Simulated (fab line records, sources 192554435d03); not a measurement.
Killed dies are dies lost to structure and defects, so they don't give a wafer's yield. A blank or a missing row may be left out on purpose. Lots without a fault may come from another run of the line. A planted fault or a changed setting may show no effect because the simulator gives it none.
fab line records | flow n5_finfet
record lots=7 wafers=39
route steps=1938 shown WELL_APT@33 DUMMY_GATE@228 SD_EPI_P@307
start_h: hours from the record's first day to the start of the lot's first wafer shown | wait_h: hours since the lot's step before | " the same as in the row above | L1.1+2: a row that stands for several wafers | - no value, or no start given | * or withheld: withheld | < > ~ a bound
route shown NAME@n: a module of which the file shows steps, and the number in the route of the first | usual: mean/standard deviation of fault-free wafers | same: alike in all rows | chamber/n: place in a boat | sites: the reading at each site | _std_site: their standard deviation | _edge_site: outer sites' mean less inner sites' | radius_mm: how far each site lies from the wafer's centre | mask NAME#n: copy n | behind: the tool/chamber that last shaped the wafer | hold: why the lot was held/for how many hours/how that ended | device: the transistor (n, p or np) that didn't switch | end of line: the same wafers' tests at the end of the route | a step without rows: its recipe alone | killed: dies lost to structure and defects at the first sort, not the wafer's yield | map: a wafer's dies, x killed, . not, _ none there
set.NAME: the setting as run; set.NAME@STEP: as run at that earlier step | model.NAME: the simulator's own value behind a step, which no gauge read
lots whose settings were changed on purpose; a table a step, a row a wafer
## steps
# step N5_WELL_APT_IMPLANT_15
# recipe species=As energy_kev=25 dose_cm2=1.5e+13 tilt_deg=0 rotation_deg=0
# columns lot.wafer tool chamber start_h wait_h set.energy_kev model.implant.rp_nm model.implant.drp_nm
L075.2+3+5 implanter-01 0 20.43 0.1 25 18.84 8.457
L076.1+4+5 implanter-02 0 26.39 0.1 22.02 17.61 7.735
L076.2+3+6 " 0 " " 25 19.35 8.457
L083.1+2+3+4+5+6 implanter-02 0 68.05 0.1 25 18.05 8.457
L085.1+2+6 implanter-02 0 80.49 0.1 25 18.18 8.457
L085.3+4+5 " 0 " " 27.84 19.71 9.133
L088.1+3+5 implanter-02 0 98.36 0.1 28.8 20.56 9.359
L088.2+4+6 " 0 " " 25 18.48 8.457
L091.1+2+4 implanter-01 0 116.60 0.1 25 19.26 8.457
L091.3+5+6 " 0 " " 23.51 18.4 8.098
L094.1+2+3+4+5+6 implanter-01 0 133.93 0.1 25 18.62 8.457
# step N5_WELL_APT_IMPLANT_31
# recipe species=B energy_kev=60 dose_cm2=1.5e+13 tilt_deg=0 rotation_deg=0
# columns lot.wafer tool chamber start_h wait_h set.energy_kev model.implant.rp_nm model.implant.drp_nm
L075.2+3+5 implanter-02 0 21.52 0.1 60 184.5 64.53
L076.1+2+3 implanter-01 0 27.93 0.1 63.49 201.3 66.46
L076.4+5+6 " 0 " " 60 186.9 64.53
L083.1+2+3+4+5+6 implanter-01 0 68.99 0.1 60 191.5 64.53
L085.1+3+4 implanter-01 0 81.81 0.1 63.08 204.1 66.24
L085.2+5+6 " 0 " " 60 191.5 64.53
L088.1+4+5 implanter-01 0 99.30 0.1 54.51 174.5 61.29
L088.2+3+6 " 0 " " 60 190.6 64.53
L091.1+2+3+4+5+6 implanter-02 0 117.96 0.1 60 188.5 64.53
L094.1+3+6 implanter-02 0 135.02 0.1 60 189.4 64.53
L094.2+4+5 " 0 " " 63.47 203.8 66.45
# step N5_DUMMY_GATE_EXPOSE_12
# recipe mask_id=GATE na=0.33 source_shape=annular sigma_inner=0.2 sigma_outer=0.6 polarization=unpolarized target_cd_nm=25 dose_mj=34
# columns lot.wafer tool chamber start_h wait_h mask set.dose_mj
L075.2+3+5 euv_scanner-01 0 53.44 - GATE#0 34
L076.1+2+5 euv_scanner-01 0 62.04 - GATE#0 31.65
L076.3+4+6 " 0 " " GATE#0 34
L083.1+4+5 euv_scanner-02 0 104.42 - GATE#0 34
L083.2+3+6 " 0 " " GATE#0 35.41
L085.1+2+3+4+5+6 euv_scanner-02 0 116.30 - GATE#0 34
L088.1+2+3+4+5+6 euv_scanner-02 0 133.42 - GATE#0 34
L091.1+5+6 euv_scanner-01 0 153.34 - GATE#0 35.05
L091.2+3+4 " 0 " " GATE#0 34
L094.1+2+4 euv_scanner-02 0 165.98 - GATE#0 34
L094.3+5+6 " 0 " " GATE#0 35.77
# step N5_DUMMY_GATE_PEB_13
# recipe peb_temp_c=100 peb_time_s=60 resist=CAR-EUV
# step N5_DUMMY_GATE_DEVELOP_14
# recipe develop_time_s=30 developer=TMAH resist=CAR-EUV rinse_liquid=surfactant_rinse dry=air_spin dev_temp_c=23
# step N5_DUMMY_GATE_CD_MEAS_15
# recipe target_cd_nm=25.8 landing_energy_ev=500 detector=se_inlens
# usual cd_nm=24.99/0.23
# columns lot.wafer tool chamber start_h wait_h set.dose_mj@DUMMY_GATE_EXPOSE_12 cd_nm
L075.2 cd_sem-01 0 53.56 - 34 25.18
L075.3 " 0 " " 34 24.82
L075.5 " 0 " " 34 24.88
L076.1 cd_sem-01 0 62.17 - 31.65 26.22
L076.2 " 0 " " 31.65 26.21
L076.3 " 0 " " 34 25.28
L076.4 " 0 " " 34 25.00
L076.5 " 0 " " 31.65 26.46
L076.6 " 0 " " 34 25.11
L083.1 cd_sem-01 0 104.55 - 34 24.85
L083.2 " 0 " " 35.41 24.25
L083.3 " 0 " " 35.41 24.29
L083.4 " 0 " " 34 25.28
L083.5 " 0 " " 34 24.62
L083.6 " 0 " " 35.41 24.44
L085.1 cd_sem-01 0 116.42 - 34 25.20
L085.2 " 0 " " 34 25.18
L085.3 " 0 " " 34 25.62
L085.4 " 0 " " 34 25.04
L085.5 " 0 " " 34 25.27
L085.6 " 0 " " 34 25.12
L088.1 cd_sem-02 0 133.55 - 34 24.82
L088.2 " 0 " " 34 25.12
L088.3 " 0 " " 34 24.94
L088.4 " 0 " " 34 24.50
L088.5 " 0 " " 34 24.91
L088.6 " 0 " " 34 25.48
L091.1 cd_sem-03 0 153.47 - 35.05 24.74
L091.2 " 0 " " 34 25.13
L091.3 " 0 " " 34 25.24
L091.4 " 0 " " 34 25.31
L091.5 " 0 " " 35.05 24.22
L091.6 " 0 " " 35.05 24.45
L094.1 cd_sem-03 0 166.11 - 34 24.64
L094.2 " 0 " " 34 24.68
L094.3 " 0 " " 35.77 23.92
L094.4 " 0 " " 34 24.74
L094.5 " 0 " " 35.77 23.83
L094.6 " 0 " " 35.77 23.83
# step N5_DUMMY_GATE_STRIP_38
# recipe chemistry=N2/H2 temp_c=40 n2_flow_sccm=200 h2_flow_sccm=200 rf_frequency_hz=6e+07
# step N5_DUMMY_GATE_STRIP_39
# recipe chemistry=N2/H2 temp_c=40 n2_flow_sccm=200 h2_flow_sccm=200 rf_frequency_hz=6e+07
# step N5_DUMMY_GATE_TRIM_49
# recipe chemistry=O2 resist=SOC time_s=29 target_cd_nm=14 source_power_w=300 bias_power_w=0 O2_flow_sccm=100 temp_c=20
# columns lot.wafer tool chamber start_h wait_h set.dose_mj@DUMMY_GATE_EXPOSE_12 model.DUMMY_GATE.cd_nm
L075.2 rie_si-04 2 53.92 0.0 34 14.2
L075.3+5 " 1 " " 34 14
L076.1 rie_si-06 2 62.53 0.0 31.65 15
L076.2 " 1 " " 31.65 15.2
L076.3 " 3 " " 34 13.6
L076.4 " 0 " " 34 13.4
L076.5 " 0 " " 31.65 14.8
L076.6 " 3 " " 34 14
L083.1 rie_si-04 1 104.91 0.0 34 14
L083.2 " 0 " " 35.41 12.8
L083.3 " 3 " " 35.41 13.2
L083.4+5 " 2 " " 34 14.2
L083.6 " 3 " " 35.41 13.4
L085.1 rie_si-06 1 116.78 0.0 34 14.2
L085.2 " 0 " " 34 13.4
L085.3+4+5 " 3,1,3 " " 34 14.4
L085.6 " 0 " " 34 14
L088.1 rie_si-04 1 133.91 0.0 34 14.2
L088.2 " 2 " " 34 14.4
L088.3+4+6 " 0,1,0 " " 34 14
L088.5 " 2 " " 34 13.8
L091.1+6 rie_si-03 2 153.82 0.0 35.05 13.8
L091.2+3+4 " 1,3,0 " " 34 14.4
L091.5 " 3 " " 35.05 13.4
L094.1+4 rie_si-04 3,2 166.47 0.0 34 14
L094.2 " 0 " " 34 13.6
L094.3 " 1 " " 35.77 12.6
L094.5 " 0 " " 35.77 12.8
L094.6 " 3 " " 35.77 12.4
# step N5_DUMMY_GATE_STRIP_40
# recipe chemistry=CF4 resist=SiARC power_w=300 bias_power_w=75 pressure_mtorr=50 cf4_flow_sccm=150 rf_frequency_hz=6e+07
# step N5_DUMMY_GATE_CD_MEAS_50
# recipe target_cd_nm=14
# usual cd_nm=14.0/0.34
# columns lot.wafer tool chamber start_h wait_h set.dose_mj@DUMMY_GATE_EXPOSE_12 cd_nm
L075.2 cd_sem-03 - 54.07 0.0 34 14.3
L075.3 " - " " 34 14.1
L075.5 " - " " 34 14.1
L076.1 cd_sem-03 - 62.68 0.0 31.65 15.3
L076.2 " - " " 31.65 15.2
L076.3 " - " " 34 13.5
L076.4 " - " " 34 13.2
L076.5 " - " " 31.65 14.6
L076.6 " - " " 34 13.9
L083.1 cd_sem-01 - 105.06 0.0 34 14.3
L083.2 " - " " 35.41 12.7
L083.3 " - " " 35.41 13.2
L083.4 " - " " 34 14.1
L083.5 " - " " 34 14.1
L083.6 " - " " 35.41 13.2
L085.1 cd_sem-01 - 116.93 0.0 34 14.1
L085.2 " - " " 34 13.4
L085.3 " - " " 34 14.3
L085.4 " - " " 34 14.6
L085.5 " - " " 34 14.3
L085.6 " - " " 34 13.9
L088.1 cd_sem-03 - 134.16 0.0 34 14.1
L088.2 " - " " 34 14.2
L088.3 " - " " 34 13.8
L088.4 " - " " 34 14.1
L088.5 " - " " 34 13.8
L088.6 " - " " 34 14.0
L091.1 cd_sem-01 - 153.97 0.0 35.05 14.1
L091.2 " - " " 34 14.1
L091.3 " - " " 34 14.4
L091.4 " - " " 34 14.4
L091.5 " - " " 35.05 14.0
L091.6 " - " " 35.05 13.7
L094.1 cd_sem-02 - 166.62 0.0 34 14.0
L094.2 " - " " 34 13.4
L094.3 " - " " 35.77 12.6
L094.4 " - " " 34 14.0
L094.5 " - " " 35.77 12.8
L094.6 " - " " 35.77 12.5
# step N5_DUMMY_GATE_ETCH_44
# recipe chemistry=HBr/O2 over_etch_frac=0.7 target_depth_a=1275 stop_on=SiO2 ion_energy_ev=60 bias_w=20 target=poly-Si mask_material=SiO2 pressure_mtorr=20 icp_w=400 HBr_flow_sccm=120 O2_flow_sccm=10
# columns lot.wafer tool chamber start_h wait_h set.target_depth_a set.dose_mj@DUMMY_GATE_EXPOSE_12 model.DUMMY_GATE.cd_nm
L075.2+5 rie_si-04 0,1 54.45 0.0 1275 34 15.2
L075.3 " 2 " " 1275 34 15
L076.1 rie_si-03 3 63.15 0.0 1275 31.65 16.8
L076.2 " 1 " " 1161 31.65 16.2
L076.3 " 2 " " 1275 34 15
L076.4 " 0 " " 1161 34 14.6
L076.5 " 2 " " 1275 31.65 16
L076.6 " 1 " " 1161 34 15.4
L083.1 rie_si-03 1 105.44 0.0 1185 34 15
L083.2 " 0 " " 1185 35.41 14
L083.3 " 2 " " 1275 35.41 14.2
L083.4+5 " 3 " " 1275 34 15.6
L083.6 " 2 " " 1185 35.41 14.4
L085.1 rie_si-04 2 117.32 0.0 1130 34 15
L085.2 " 0 " " 1275 34 14.4
L085.3 " 1 " " 1130 34 15.2
L085.4+5 " 0,1 " " 1275 34 15.4
L085.6 " 2 " " 1130 34 14.8
L088.1+6 rie_si-03 3 134.71 0.0 1275 34 15.2
L088.2 " 2 " " 1275 34 15.4
L088.3 " 0 " " 1275 34 15
L088.4+5 " 0,2 " " 1275 34 14.8
L091.1+6 rie_si-04 0,3 154.36 0.0 1344 35.05 14.6
L091.2 " 2 " " 1275 34 15.4
L091.3 " 3 " " 1275 34 15.2
L091.4 " 1 " " 1344 34 15.4
L091.5 " 2 " " 1275 35.05 14.2
L094.1 rie_si-03 3 167.15 0.0 1158 34 15.2
L094.2 " 0 " " 1158 34 14.8
L094.3+5 " 1,2 " " 1275 35.77 13.6
L094.4 " 2 " " 1275 34 15
L094.6 " 1 " " 1158 35.77 13.4
# step N5_SD_EPI_P_ETCH_36
# recipe chemistry=CF4 target=SiARC target_depth_a=455 mask_material=CAR-ArF-block time_s=75.8 ion_energy_ev=80 pressure_mtorr=40 source_w=545 bias_w=36 Ar_flow_sccm=100 cf4_flow_sccm=100 ends=cleared
# usual rf_vpp_V=184.2/1.2
# columns lot.wafer tool chamber start_h wait_h set.bias_w rf_vpp_V
L075.2 rie_diel-03 2 60.71 0.0 36 185.2
L075.3 " 3 " " 36 185.9
L075.5 " 3 " " 36 186.5
L076.1 rie_diel-03 2 69.94 0.0 36 182.4
L076.2 " 1 " " 41.25 200.2
L076.3 " 0 " " 36 183.4
L076.4 " 3 " " 41.25 201.4
L076.5 " 2 " " 41.25 202.2
L076.6 " 1 " " 36 182.5
L083.1 rie_diel-03 3 112.27 0.0 36 184.4
L083.2 " 0 " " 36 184.9
L083.3 " 2 " " 36 185.1
L083.4 " 1 " " 36 183.7
L083.5 " 1 " " 36 183.2
L083.6 " 2 " " 36 185.5
L085.1 rie_diel-05 0 124.70 0.0 36 183.4
L085.2 " 1 " " 30.33 165.7
L085.3 " 3 " " 30.33 165.2
L085.4 " 2 " " 30.33 163.4
L085.5 " 0 " " 36 183.8
L085.6 " 3 " " 36 183.6
L088.1 rie_diel-02 1 140.91 0.0 40.85 198.6
L088.2 " 0 " " 36 185.1
L088.3 " 3 " " 40.85 197.3
L088.4 " 2 " " 40.85 201.0
L088.5 " 0 " " 36 185.5
L088.6 " 1 " " 36 182.2
L091.1 rie_diel-02 0 161.09 0.0 37.74 191.3
L091.2 " 3 " " 36 182.1
L091.3 " 2 " " 37.74 190.4
L091.4 " 2 " " 37.74 190.7
L091.5 " 3 " " 36 182.9
L091.6 " 0 " " 36 184.1
L094.1 rie_diel-02 1 173.78 0.0 37.98 190.7
L094.2 " 0 " " 36 185.0
L094.3 " 2 " " 36 183.1
L094.4 " 3 " " 36 182.7
L094.5 " 2 " " 37.98 190.8
L094.6 " 1 " " 37.98 190.3
## key
split step=N5_WELL_APT_IMPLANT_15 setting=energy_kev stated=25 by=wafer
response step=N5_WELL_APT_IMPLANT_15 reading=model.implant.rp_nm change=+0.139 per=1% r=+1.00
response step=N5_WELL_APT_IMPLANT_15 reading=model.implant.drp_nm change=+0.0598 per=1% r=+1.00
split step=N5_WELL_APT_IMPLANT_31 setting=energy_kev stated=60 by=wafer
response step=N5_WELL_APT_IMPLANT_31 reading=model.implant.rp_nm change=+2.14 per=1% r=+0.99
response step=N5_WELL_APT_IMPLANT_31 reading=model.implant.drp_nm change=+0.343 per=1% r=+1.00
split step=N5_DUMMY_GATE_EXPOSE_12 setting=dose_mj stated=34 by=wafer
response step=N5_DUMMY_GATE_CD_MEAS_15 reading=cd_nm change=-0.169 per=1% r=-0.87
response step=N5_DUMMY_GATE_TRIM_49 reading=model.DUMMY_GATE.cd_nm change=-0.219 per=1% r=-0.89
response step=N5_DUMMY_GATE_CD_MEAS_50 reading=cd_nm change=-0.22 per=1% r=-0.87
response step=N5_DUMMY_GATE_ETCH_44 reading=model.DUMMY_GATE.cd_nm change=-0.241 per=1% r=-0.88
split step=N5_DUMMY_GATE_ETCH_44 setting=target_depth_a stated=1275 by=wafer
response none clear
split step=N5_SD_EPI_P_ETCH_36 setting=bias_w stated=36 by=wafer
response step=N5_SD_EPI_P_ETCH_36 reading=rf_vpp_V change=+1.21 per=1% r=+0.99
